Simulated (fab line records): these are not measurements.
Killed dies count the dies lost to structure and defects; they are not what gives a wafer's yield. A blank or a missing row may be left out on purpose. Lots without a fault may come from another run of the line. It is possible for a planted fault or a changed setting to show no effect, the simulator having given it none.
Lot-split experiment    flow n5Finfet    on a route of 1938 steps: 5 lots, 23 wafers read

SPLIT DETAILS
At N5_BEOL_M14_SPUTTER_43 (material TaN, target thk 15 nm, time 24.19 s), the setting powerW was moved away from the recipe's 15000 W on 5 of the 23 wafers read, by -10.3% to +4.7%. All remaining wafers had this setting at the recipe value.

The reading comes from the split's own step.

THE READING
TaN_of_BEOL_M14_SPUTTER_43.thkNm (the simulator's own value, which no gauge read), in nm, at N5_BEOL_M14_SPUTTER_43 (material TaN, target thk 15 nm, time 24.19 s). The file does not state a usual value for it. Across the 18 wafers here that went through the recipe, the average is 15.2 nm and the standard deviation 0.17 nm.

wafer   tool, chamber at the split  powerW as run, W  against the recipe  TaN_of_BEOL_M14_SPUTTER_43.thkNm, nm  against lot-mates on the recipe
L079.1  pvdSputter-01, -            15000             recipe              15                                    -
L079.6  pvdSputter-01, -            15000             recipe              15                                    -
L079.2  pvdSputter-01, -            13460             -10.3%              13.4                                  -1.5
L079.4  pvdSputter-01, -            15000             recipe              14.8                                  -
L079.5  pvdSputter-01, -            13460             -10.3%              13.6                                  -1.3
L078.2  pvdSputter-02, -            15000             recipe              15.2                                  -
L078.4  pvdSputter-02, -            15000             recipe              15.2                                  -
L078.5  pvdSputter-02, -            15000             recipe              15.2                                  -
L078.3  pvdSputter-02, -            15000             recipe              15                                    -
L078.6  pvdSputter-02, -            15000             recipe              15.4                                  -
L080.1  pvdSputter-03, -            15000             recipe              15.2                                  -
L080.2  pvdSputter-03, -            15700             +4.7%               15.8                                  +0.5
L080.5  pvdSputter-03, -            15700             +4.7%               15.8                                  +0.5
L080.3  pvdSputter-03, -            15000             recipe              15.4                                  -
L080.4  pvdSputter-03, -            15700             +4.7%               16                                    +0.7
L082.1  pvdSputter-02, -            15000             recipe              15                                    -
L082.6  pvdSputter-02, -            15000             recipe              15                                    -
L082.4  pvdSputter-02, -            15000             recipe              15.4                                  -
L091.2  pvdSputter-02, -            15000             recipe              15.4                                  -
L091.3  pvdSputter-02, -            15000             recipe              15.2                                  -
L091.4  pvdSputter-02, -            15000             recipe              15.2                                  -
L091.5  pvdSputter-02, -            15000             recipe              15.2                                  -
L091.6  pvdSputter-02, -            15000             recipe              15.2                                  -

THE FIT
A straight line over all 23 wafers: TaN_of_BEOL_M14_SPUTTER_43.thkNm changes by +0.159 nm for each +1% of powerW; r = +0.96; the points scatter about the line by 0.16 nm.
The same after taking each lot's own level away (the mean of its wafers on the recipe; 23 wafers): +0.135 nm for each +1%; r = +0.97; scatter 0.12 nm.
According to that fit, moving powerW by its largest amount changes the reading by 1.4 nm.
Across the lots, their own levels run from 14.93 to 15.30 nm, a range of 2.2 times the standard deviation given above.
So the slope is not independent of the lot-to-lot level: the two fits are not the same.
Check: for one of the wafers moved furthest among these (-10.3%), held out of the fit, the line's prediction against its lot-mates is -1.31 nm. Against them it came out at -1.53 nm.

FURTHER SPLITS ON THESE WAFERS
Before the reading, these wafers also passed through other splits. Each is held against what the fit with the lots' levels taken away leaves over:
other split on the same wafers  wafers away from the commonest value  r with TaN_of_BEOL_M14_SPUTTER_43.thkNm (lot level and that fit taken away)
N5_BEOL_M12_PEB_08 pebTimeS     10                                    +0.32
N5_BEOL_M13_COAT_04 spinRpm     9                                     +0.25

FILE'S OWN FIT
TaN_of_BEOL_M14_SPUTTER_43.thkNm changes by +0.136 nm for each +1% of powerW, r = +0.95.
